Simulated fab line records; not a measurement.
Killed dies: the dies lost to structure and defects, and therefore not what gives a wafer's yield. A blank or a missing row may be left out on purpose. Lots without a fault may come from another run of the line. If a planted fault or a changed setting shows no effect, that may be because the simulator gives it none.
A lot that was struck, set against a sound lot -- flow n5Finfet -- 15 steps out of a route of 1938
Sound: these wafers, L150.2, L150.3, L150.4. Struck: wafer L158.1 (left out: L158.4, L158.5 of the same lot, which were not struck); the cause appears at the end.
At each step with rows: each side's tool, then ch and its chambers, then its first start. Under that, the readings that differ: sound wafers -- struck wafers -- difference of the means -- sigmas: that difference in standard deviations of wafers without a fault.
alike: readings with means less than 2 such deviations apart, plus words and numbers identical on both sides. not compared: withheld readings, readings lacking a value on some wafer, bounds such as >300 that could conceal the same value, and numbers that have no deviation in the record and whose values overlap.
Wherever a step has rows on one side only, a row that says differs or no value, or a row with sigmas, the two part there. When numbers do not overlap yet have no deviation, they are printed without sigmas and do not part them. Lack of a reading on every wafer of one side parts them only where that side has two or more wafers.

N5_BEOL_M4_SPUTTER_92: material Cu, target thk 4.5 nm, time 8.29 s.
  sound on pvdSputter-01 at day 8 19:41; struck on pvdSputter-02 at day 11 00:33
  alike: substrateTempC, throttleValvePct
then, 2 steps without rows for these wafers: N5_BEOL_M4_ANNEAL_93 (time 240 s); N5_BEOL_M4_SPUTTER_94 (material Cu, target thk 4.5 nm, time 8.29 s).
N5_BEOL_M4_ANNEAL_95: time 240 s.
  sound on pvdSputter-01 at day 8 19:59; struck on pvdSputter-02 at day 11 00:51
  alike: heaterPowerW
then, 3 steps without rows for these wafers: N5_BEOL_M4_SPUTTER_96 (material Cu, target thk 4.5 nm, time 8.29 s); N5_BEOL_M4_ECD_50 (material Cu, target thk 300 nm); N5_BEOL_M4_ANNEAL_51 (time 90 s).
N5_BEOL_M4_CMP_52: polishes, stops on SiOC, t overpolish 6.8 s, target thk 40 nm.
  sound on cmp-04 ch 0,1,3, day 8 20:42; struck on cmp-03 ch 1, day 11 01:36
reading,sound,struck,difference,sigmas
motorCurrentA (A),5.6 6.3 6.3,6.8,+0.7,+2
  alike: barrierFieldEndpointS, clearingPlatenRpm, overpolishRunS, retainingRingPressureFrac, timeToEndpointS
N5_BEOL_M4_THK_MEAS_53: measures by xrf.
  sound on filmMetro-01 at day 8 21:00; struck on filmMetro-01 at day 11 01:54
  alike: M4_THK
N5_BEOL_M4_PRE_CLEAN_60: time 15 s.
  sound on cvdCo-02 ch 0,1,2, day 8 21:17; struck on cvdCo-02 ch 0, day 11 01:56
  alike: heaterPowerW
N5_BEOL_M4_CO_CAP_55: material Co, precursor CCTBA/H2, target thk 2 nm, time 102.1 s.
  sound on cvdCo-02 ch 0,1,2, day 8 21:19; struck on cvdCo-02 ch 0, day 11 02:04
  alike: heaterPowerW
then, 1 step without rows for these wafers: N5_BEOL_M4_PRE_CLEAN_56 (time 15 s).
N5_BEOL_M4_DEP_57: deposits SiCN from 3MS/NH3, target thk 8 nm, time 14 s.
  sound on pecvd-01 ch 0,1,2, day 8 21:26; struck on pecvd-01 ch 0, day 11 02:19
reading,sound,struck,difference,sigmas
model.SiCN_of_BEOL_M4_DEP_57.thkNm (nm),7.8 7.8 7.8,3.4,-4.4,
  alike: showerheadPlenumPTorr, throttleValvePct
N5_BEOL_M4_RS_MEAS_58: uses a four-point probe to measure.
  sound on filmMetro-01 at day 8 21:30; struck on filmMetro-01 at day 11 02:23
  alike: M4_RS
N5_BEOL_M4_RC_MEAS_101:
  sound on prober-01 ch 0, day 8 22:09; struck on prober-02 ch 0, day 11 02:26
reading,sound,struck,difference,sigmas
IOFF_P (nA/um),0.26 0.26 0.26,0.39,+0.13,+2
  alike: DIBL_N, DIBL_P, IOFF_N, ION_N, ION_P, SS_N, SS_P, VT_N, VT_P

== WHERE THEY PART ==
Earliest at N5_BEOL_M4_CMP_52; latest, in this record, at N5_BEOL_M4_RC_MEAS_101.

WHY: the cause the simulator had injected
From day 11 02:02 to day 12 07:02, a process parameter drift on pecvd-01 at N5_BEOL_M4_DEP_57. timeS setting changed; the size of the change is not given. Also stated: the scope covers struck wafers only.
